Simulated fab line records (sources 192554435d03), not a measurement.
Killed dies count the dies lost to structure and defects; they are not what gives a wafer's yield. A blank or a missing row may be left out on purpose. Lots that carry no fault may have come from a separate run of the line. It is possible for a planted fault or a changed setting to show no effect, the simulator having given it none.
Which tool did it?	flow n5_finfet	Sampling: 8 lots, 24 wafers, 5 of 1938 route steps

## WHAT THE GAUGES READ, wafer by wafer
N5_SD_EPI_P_EPI_MEAS_23.
lot	measured	on	thk_nm (nm)
L178	day 3 20:50	film_metro-01	62.3 60.6 60.0
L183	day 5 00:01	film_metro-02	59.7 60.9 57.7
L185	day 5 11:02	film_metro-02	61.3 62.4 61.9
L188	day 6 05:19	film_metro-02	61.8 60.8 61.1
L189	day 6 09:23	film_metro-01	60.1 60.8 61.7
L191	day 6 22:10	film_metro-01	71.3 70.2 71.0
L193	day 7 09:25	film_metro-02	68.6 70.2 70.3
L200	day 9 02:00	film_metro-02	59.0 61.0 59.1

## TOOL THAT RAN EACH LOT (tool first, then ch and the chambers of the sampled wafers, then the start)
lot	N5_SD_EPI_N_VAPOR_ETCH_50	N5_SD_EPI_P_ETCH_47	N5_SD_EPI_P_ETCH_16	N5_SD_EPI_P_EPI_21
L178	epi_rpcvd-04 ch 0, day 3 12:16	rie_diel-04 ch 0,1,3, day 3 17:49	rie_diel-04 ch 0,1,3, day 3 17:55	epi_rpcvd-03 ch 0, day 3 18:39
L183	epi_rpcvd-03 ch 0, day 4 15:19	rie_diel-05 ch 0,1, day 4 19:59	rie_diel-05 ch 0,1, day 4 20:05	epi_rpcvd-03 ch 0, day 4 21:34
L185	epi_rpcvd-03 ch 0, day 5 04:34	rie_diel-05 ch 0,1,3, day 5 08:01	rie_diel-05 ch 0,1,3, day 5 08:07	epi_rpcvd-03 ch 0, day 5 08:51
L188	epi_rpcvd-03 ch 0, day 5 21:17	rie_diel-05 ch 2,3, day 6 01:26	rie_diel-05 ch 2,3, day 6 01:32	epi_rpcvd-01 ch 0, day 6 02:52
L189	epi_rpcvd-02 ch 0, day 6 02:56	rie_diel-03 ch 0,1,3, day 6 06:20	rie_diel-03 ch 0,1,3, day 6 06:26	epi_rpcvd-03 ch 0, day 6 07:54
L191	epi_rpcvd-02 ch 0, day 6 15:50	rie_diel-04 ch 0,2, day 6 19:06	rie_diel-04 ch 0,2, day 6 19:12	epi_rpcvd-03 ch 0, day 6 20:41
L193	epi_rpcvd-03 ch 0, day 7 01:49	rie_diel-03 ch 0,1,2, day 7 06:22	rie_diel-03 ch 0,1,2, day 7 06:28	epi_rpcvd-03 ch 0, day 7 07:34
L200	epi_rpcvd-02 ch 0, day 8 18:37	rie_diel-05 ch 0,1,2, day 8 22:58	rie_diel-05 ch 0,1,2, day 8 23:04	epi_rpcvd-02 ch 0, day 9 00:10
- N5_SD_EPI_N_VAPOR_ETCH_50: etches Si in HCl, time 54 s.
- N5_SD_EPI_P_ETCH_47: etches SiOCN in CH3F/O2, target depth 25 nm.
- N5_SD_EPI_P_ETCH_16: etches SiO2 in CHF3/O2, target depth 5 nm.
- N5_SD_EPI_P_EPI_21: deposits SiGe:B, time 355 s.

## THE ANSWER, worked out from the rows above alone
Rule: the usual values come from the lots themselves. The widest of any qualifying gaps counts: lots, ordered by their means at a reading, are off when they make up no more than a third of the lots, leave a main group of 4 or more, and stand apart from it by 3 or more times the standard deviation of that group's means. The tables above print the reading to a certain number of digits; a main group whose means all agree to those digits is not used. A lot without any number at a reading at which 4 lots or more have one is off too. Where the step has rows for the other lots, those lots are counted as sound.
Off: L191, L193 (N5_SD_EPI_P_EPI_MEAS_23, thk_nm). Mean 60.7 nm and standard deviation 0.85 in the main group.
A tool fits if, at a process step before that reading, it ran every lot that is off, and no sound lot after the first of them. Gauges at N5_SD_EPI_P_EPI_MEAS_23: tried the same way as those tools. One fits: N5_SD_EPI_P_EPI_21 on epi_rpcvd-03. Its last sound lot is L189 (day 6 07:54), its first lot that is off L191 (day 6 20:41): a fault that began between those two fits.

## WHAT HAD BEEN PUT IN BY THE SIMULATOR
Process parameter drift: epi_rpcvd-03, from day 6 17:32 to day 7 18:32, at N5_SD_EPI_P_EPI_21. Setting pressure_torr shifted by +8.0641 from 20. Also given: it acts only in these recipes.
Shown lots that were struck: L191, L193. The rule above reached the same finding.
